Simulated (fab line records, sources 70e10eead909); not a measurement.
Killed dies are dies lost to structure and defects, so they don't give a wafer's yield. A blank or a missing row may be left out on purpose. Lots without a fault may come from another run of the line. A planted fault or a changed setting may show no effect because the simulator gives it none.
Which tool did it? | flow nand_harc | 12 lots, 36 wafers sampled, at 5 steps of a route of 1302

WHAT THE GAUGES READ, wafer by wafer
NHARC_A_SOURCE_PLATE_THK_MEAS_09: measures by ellipsometry.
lot  | measured     | on            | thk_nm (nm)
L165 | day 7 19:45  | film_metro-01 | 10.0 9.7 8.7
L166 | day 8 11:01  | film_metro-01 | 9.8 13.0 10.1
L170 | day 9 19:53  | film_metro-01 | 10.5 7.8 10.8
L173 | day 11 18:13 | film_metro-02 | 10.3 10.8 9.7
L174 | day 12 02:02 | film_metro-01 | 10.8 8.7 9.1
L175 | day 12 02:02 | film_metro-02 | 9.6 10.4 10.5
L179 | day 13 19:56 | film_metro-01 | 11.4 11.3 10.4
L180 | day 14 01:53 | film_metro-02 | 8.9 9.9 9.8
L182 | day 15 03:33 | film_metro-01 | 9.3 8.8 9.5
L183 | day 15 12:58 | film_metro-02 | 8.6 11.9 9.3
L185 | day 16 09:04 | film_metro-01 | 11.4 7.9 10.0
L184 | day 16 09:04 | film_metro-02 | 9.9 9.2 9.2

NHARC_A_SOURCE_PLATE_THK_MEAS_06: measures by ellipsometry.
lot  | measured     | on            | thk_nm (nm)
L165 | day 8 09:17  | film_metro-01 | 198.6 200.0 198.5
L166 | day 9 00:02  | film_metro-01 | 202.5 200.2 201.3
L170 | day 10 08:44 | film_metro-02 | 200.3 196.9 198.3
L173 | day 12 06:49 | film_metro-02 | 195.8 195.5 199.0
L174 | day 12 16:37 | film_metro-02 | 270.4 269.3 273.2 270.1 269.5 273.7
L175 | day 12 16:37 | film_metro-01 | 272.7 273.0 273.7 272.4 274.4 273.1
L179 | day 14 11:29 | film_metro-02 | 202.0 200.3 199.6
L180 | day 14 18:12 | film_metro-02 | 203.1 205.3 203.7
L182 | day 15 16:35 | film_metro-01 | 198.9 201.0 200.3
L183 | day 16 02:05 | film_metro-02 | 197.3 196.7 197.3
L185 | day 16 22:00 | film_metro-01 | 197.2 200.3 200.1
L184 | day 16 22:01 | film_metro-01 | 202.3 201.2 201.1

NHARC_A_ONON_D1_THK_MEAS_14: measures by ellipsometry.
lot  | measured     | on            | thk_nm (nm)
L165 | day 8 12:28  | film_metro-02 | 1001 1001 1000
L166 | day 9 02:58  | film_metro-02 | 986 987 989
L170 | day 10 11:47 | film_metro-01 | 991 992 992
L173 | day 12 09:44 | film_metro-01 | 994 993 993
L174 | day 13 04:19 | film_metro-02 | 999 999 998
L175 | day 13 04:29 | film_metro-02 | 1006 1004 1007
L179 | day 14 14:25 | film_metro-02 | 1001 1000 1001
L180 | day 14 21:07 | film_metro-02 | 994 995 994
L182 | day 15 19:30 | film_metro-01 | 987 985 987
L183 | day 16 05:00 | film_metro-02 | 1001 1001 1002
L185 | day 17 00:55 | film_metro-01 | 1006 1005 1004
L184 | day 17 00:56 | film_metro-01 | 981 980 981

WHICH TOOL RAN EACH LOT (tool, then ch and the chambers of the sampled wafers, then the start)
lot  | NHARC_P_BONDPAD_CMP_19        | NHARC_A_SOURCE_PLATE_CVD_03
L165 | cmp-04 ch 0,2, day 7 08:53    | lpcvd_poly-01 ch 0, day 7 22:14
L166 | cmp-02 ch 0,1,3, day 8 00:18  | lpcvd_poly-04 ch 0, day 8 13:37
L170 | cmp-04 ch 1,2, day 9 12:19    | lpcvd_poly-01 ch 0, day 9 22:27
L173 | cmp-02 ch 2,3, day 11 08:05   | lpcvd_poly-02 ch 0, day 11 20:48
L174 | cmp-02 ch 1,3, day 11 15:22   | lpcvd_poly-04 ch 0, day 12 04:36
L175 | cmp-02 ch 0,1, day 11 17:20   | lpcvd_poly-04 ch 0, day 12 04:36
L179 | cmp-02 ch 0,1,2, day 13 07:22 | lpcvd_poly-01 ch 0, day 13 22:25
L180 | cmp-02 ch 0,2,3, day 13 15:20 | lpcvd_poly-01 ch 0, day 14 04:23
L182 | cmp-03 ch 0,1,3, day 14 17:22 | lpcvd_poly-04 ch 0, day 15 06:08
L183 | cmp-04 ch 0,1,2, day 15 02:17 | lpcvd_poly-04 ch 0, day 15 15:32
L185 | cmp-04 ch 0,2,3, day 15 22:57 | lpcvd_poly-04 ch 0, day 16 11:38
L184 | cmp-02 ch 0,3, day 15 23:30   | lpcvd_poly-04 ch 0, day 16 11:38
- NHARC_P_BONDPAD_CMP_19: polishes, t overpolish 30 s, cu recess touch 16 s, target thk 160.81 nm.
- NHARC_A_SOURCE_PLATE_CVD_03: deposits poly-Si, target thk 200 nm, time 4000 s.

WHAT THE TOOLS THEMSELVES READ (means of the sampled wafers that have a number; where no wafer has one, the mark that the record gives instead)
NHARC_P_BONDPAD_CMP_19.
lot  | tool   | motor_current_A (A) | overpolish_run_s (s)
L165 | cmp-04 | 12.9                | 30.007
L166 | cmp-02 | 10.6                | 29.996
L170 | cmp-04 | 12.3                | 29.999
L173 | cmp-02 | 11.7                | 29.992
L174 | cmp-02 | 10.9                | 29.999
L175 | cmp-02 | 9.7                 | 30.003
L179 | cmp-02 | 10.9                | 30.005
L180 | cmp-02 | 11.2                | 29.997
L182 | cmp-03 | 12.4                | 30.005
L183 | cmp-04 | 12.6                | 29.993
L185 | cmp-04 | 12.0                | 29.996
L184 | cmp-02 | 11.1                | 29.992

NHARC_A_SOURCE_PLATE_CVD_03.
lot  | tool          | spike_tc_bottom_C (C) | spike_tc_centre_C (C) | spike_tc_lower_C (C) | spike_tc_top_C (C) | spike_tc_upper_C (C) | zone_power_centre_pct (%) | zone_power_upper_pct (%)
L165 | lpcvd_poly-01 | 645                   | 620.2                 | 619.9                | 640.9              | 621.4                | 10.0                      | 8.25
L166 | lpcvd_poly-04 | 639                   | 623.0                 | 620.9                | 640.2              | 620.2                | 9.4                       | 8.19
L170 | lpcvd_poly-01 | 644                   | 620.2                 | 621.1                | 641.9              | 621.1                | 10.0                      | 8.19
L173 | lpcvd_poly-02 | 642                   | 620.2                 | 619.9                | 641.9              | 618.5                | 10.2                      | 8.27
L174 | lpcvd_poly-04 | 652                   | 636.4                 | 633.7                | 652.3              | 634.0                | 9.9                       | 8.61
L175 | lpcvd_poly-04 | 652                   | 636.2                 | 632.8                | 653.4              | 633.5                | 9.7                       | 8.70
L179 | lpcvd_poly-01 | 646                   | 619.8                 | 619.7                | 641.9              | 621.8                | 10.0                      | 8.34
L180 | lpcvd_poly-01 | 645                   | 620.8                 | 621.0                | 641.9              | 622.3                | 10.0                      | 8.23
L182 | lpcvd_poly-04 | 639                   | 623.9                 | 620.5                | 639.8              | 621.0                | 9.4                       | 8.38
L183 | lpcvd_poly-04 | 639                   | 623.1                 | 620.1                | 639.0              | 621.2                | 9.4                       | 8.49
L185 | lpcvd_poly-04 | 638                   | 623.2                 | 619.8                | 638.6              | 621.1                | 9.4                       | 8.22
L184 | lpcvd_poly-04 | 640                   | 623.3                 | 620.5                | 639.5              | 621.5                | 9.4                       | 8.36

THE ANSWER, worked out from the rows above alone
Rule: what is usual is taken from the lots themselves. Put in order of their means at a reading, lots are off if they are a third of the lots or fewer, leave a main group of 4 or more, and stand apart from it by a gap of 3 or more times the standard deviation of the main group's means; of several such gaps the widest counts. A main group whose means are all the same, to the digits that the tables above print for the reading, isn't used. A lot without any number at a reading at which 4 lots or more have one is off too. The other lots that the step has rows for count as sound. The gauges are gone through in route order, then the tools' own readings, and for those a lot's mean is taken as printed above. The first step at which some lot is off is used, and at that step the reading that is off furthest; a lot without a number counts as furthest.
Off: L174, L175, at NHARC_A_SOURCE_PLATE_THK_MEAS_06 (thk_nm). The main group: mean 199.8 nm, standard deviation 2.1.
A tool fits if, at a process step before that reading, it ran every lot that is off, and no sound lot after the first of them. The gauges at NHARC_A_SOURCE_PLATE_THK_MEAS_06 aren't tried: what is off there is off at NHARC_A_SOURCE_PLATE_CVD_03 too, on other tools, and a gauge's error can't cause that. None of those tried fits.

WHAT THE SIMULATOR HAD PUT IN
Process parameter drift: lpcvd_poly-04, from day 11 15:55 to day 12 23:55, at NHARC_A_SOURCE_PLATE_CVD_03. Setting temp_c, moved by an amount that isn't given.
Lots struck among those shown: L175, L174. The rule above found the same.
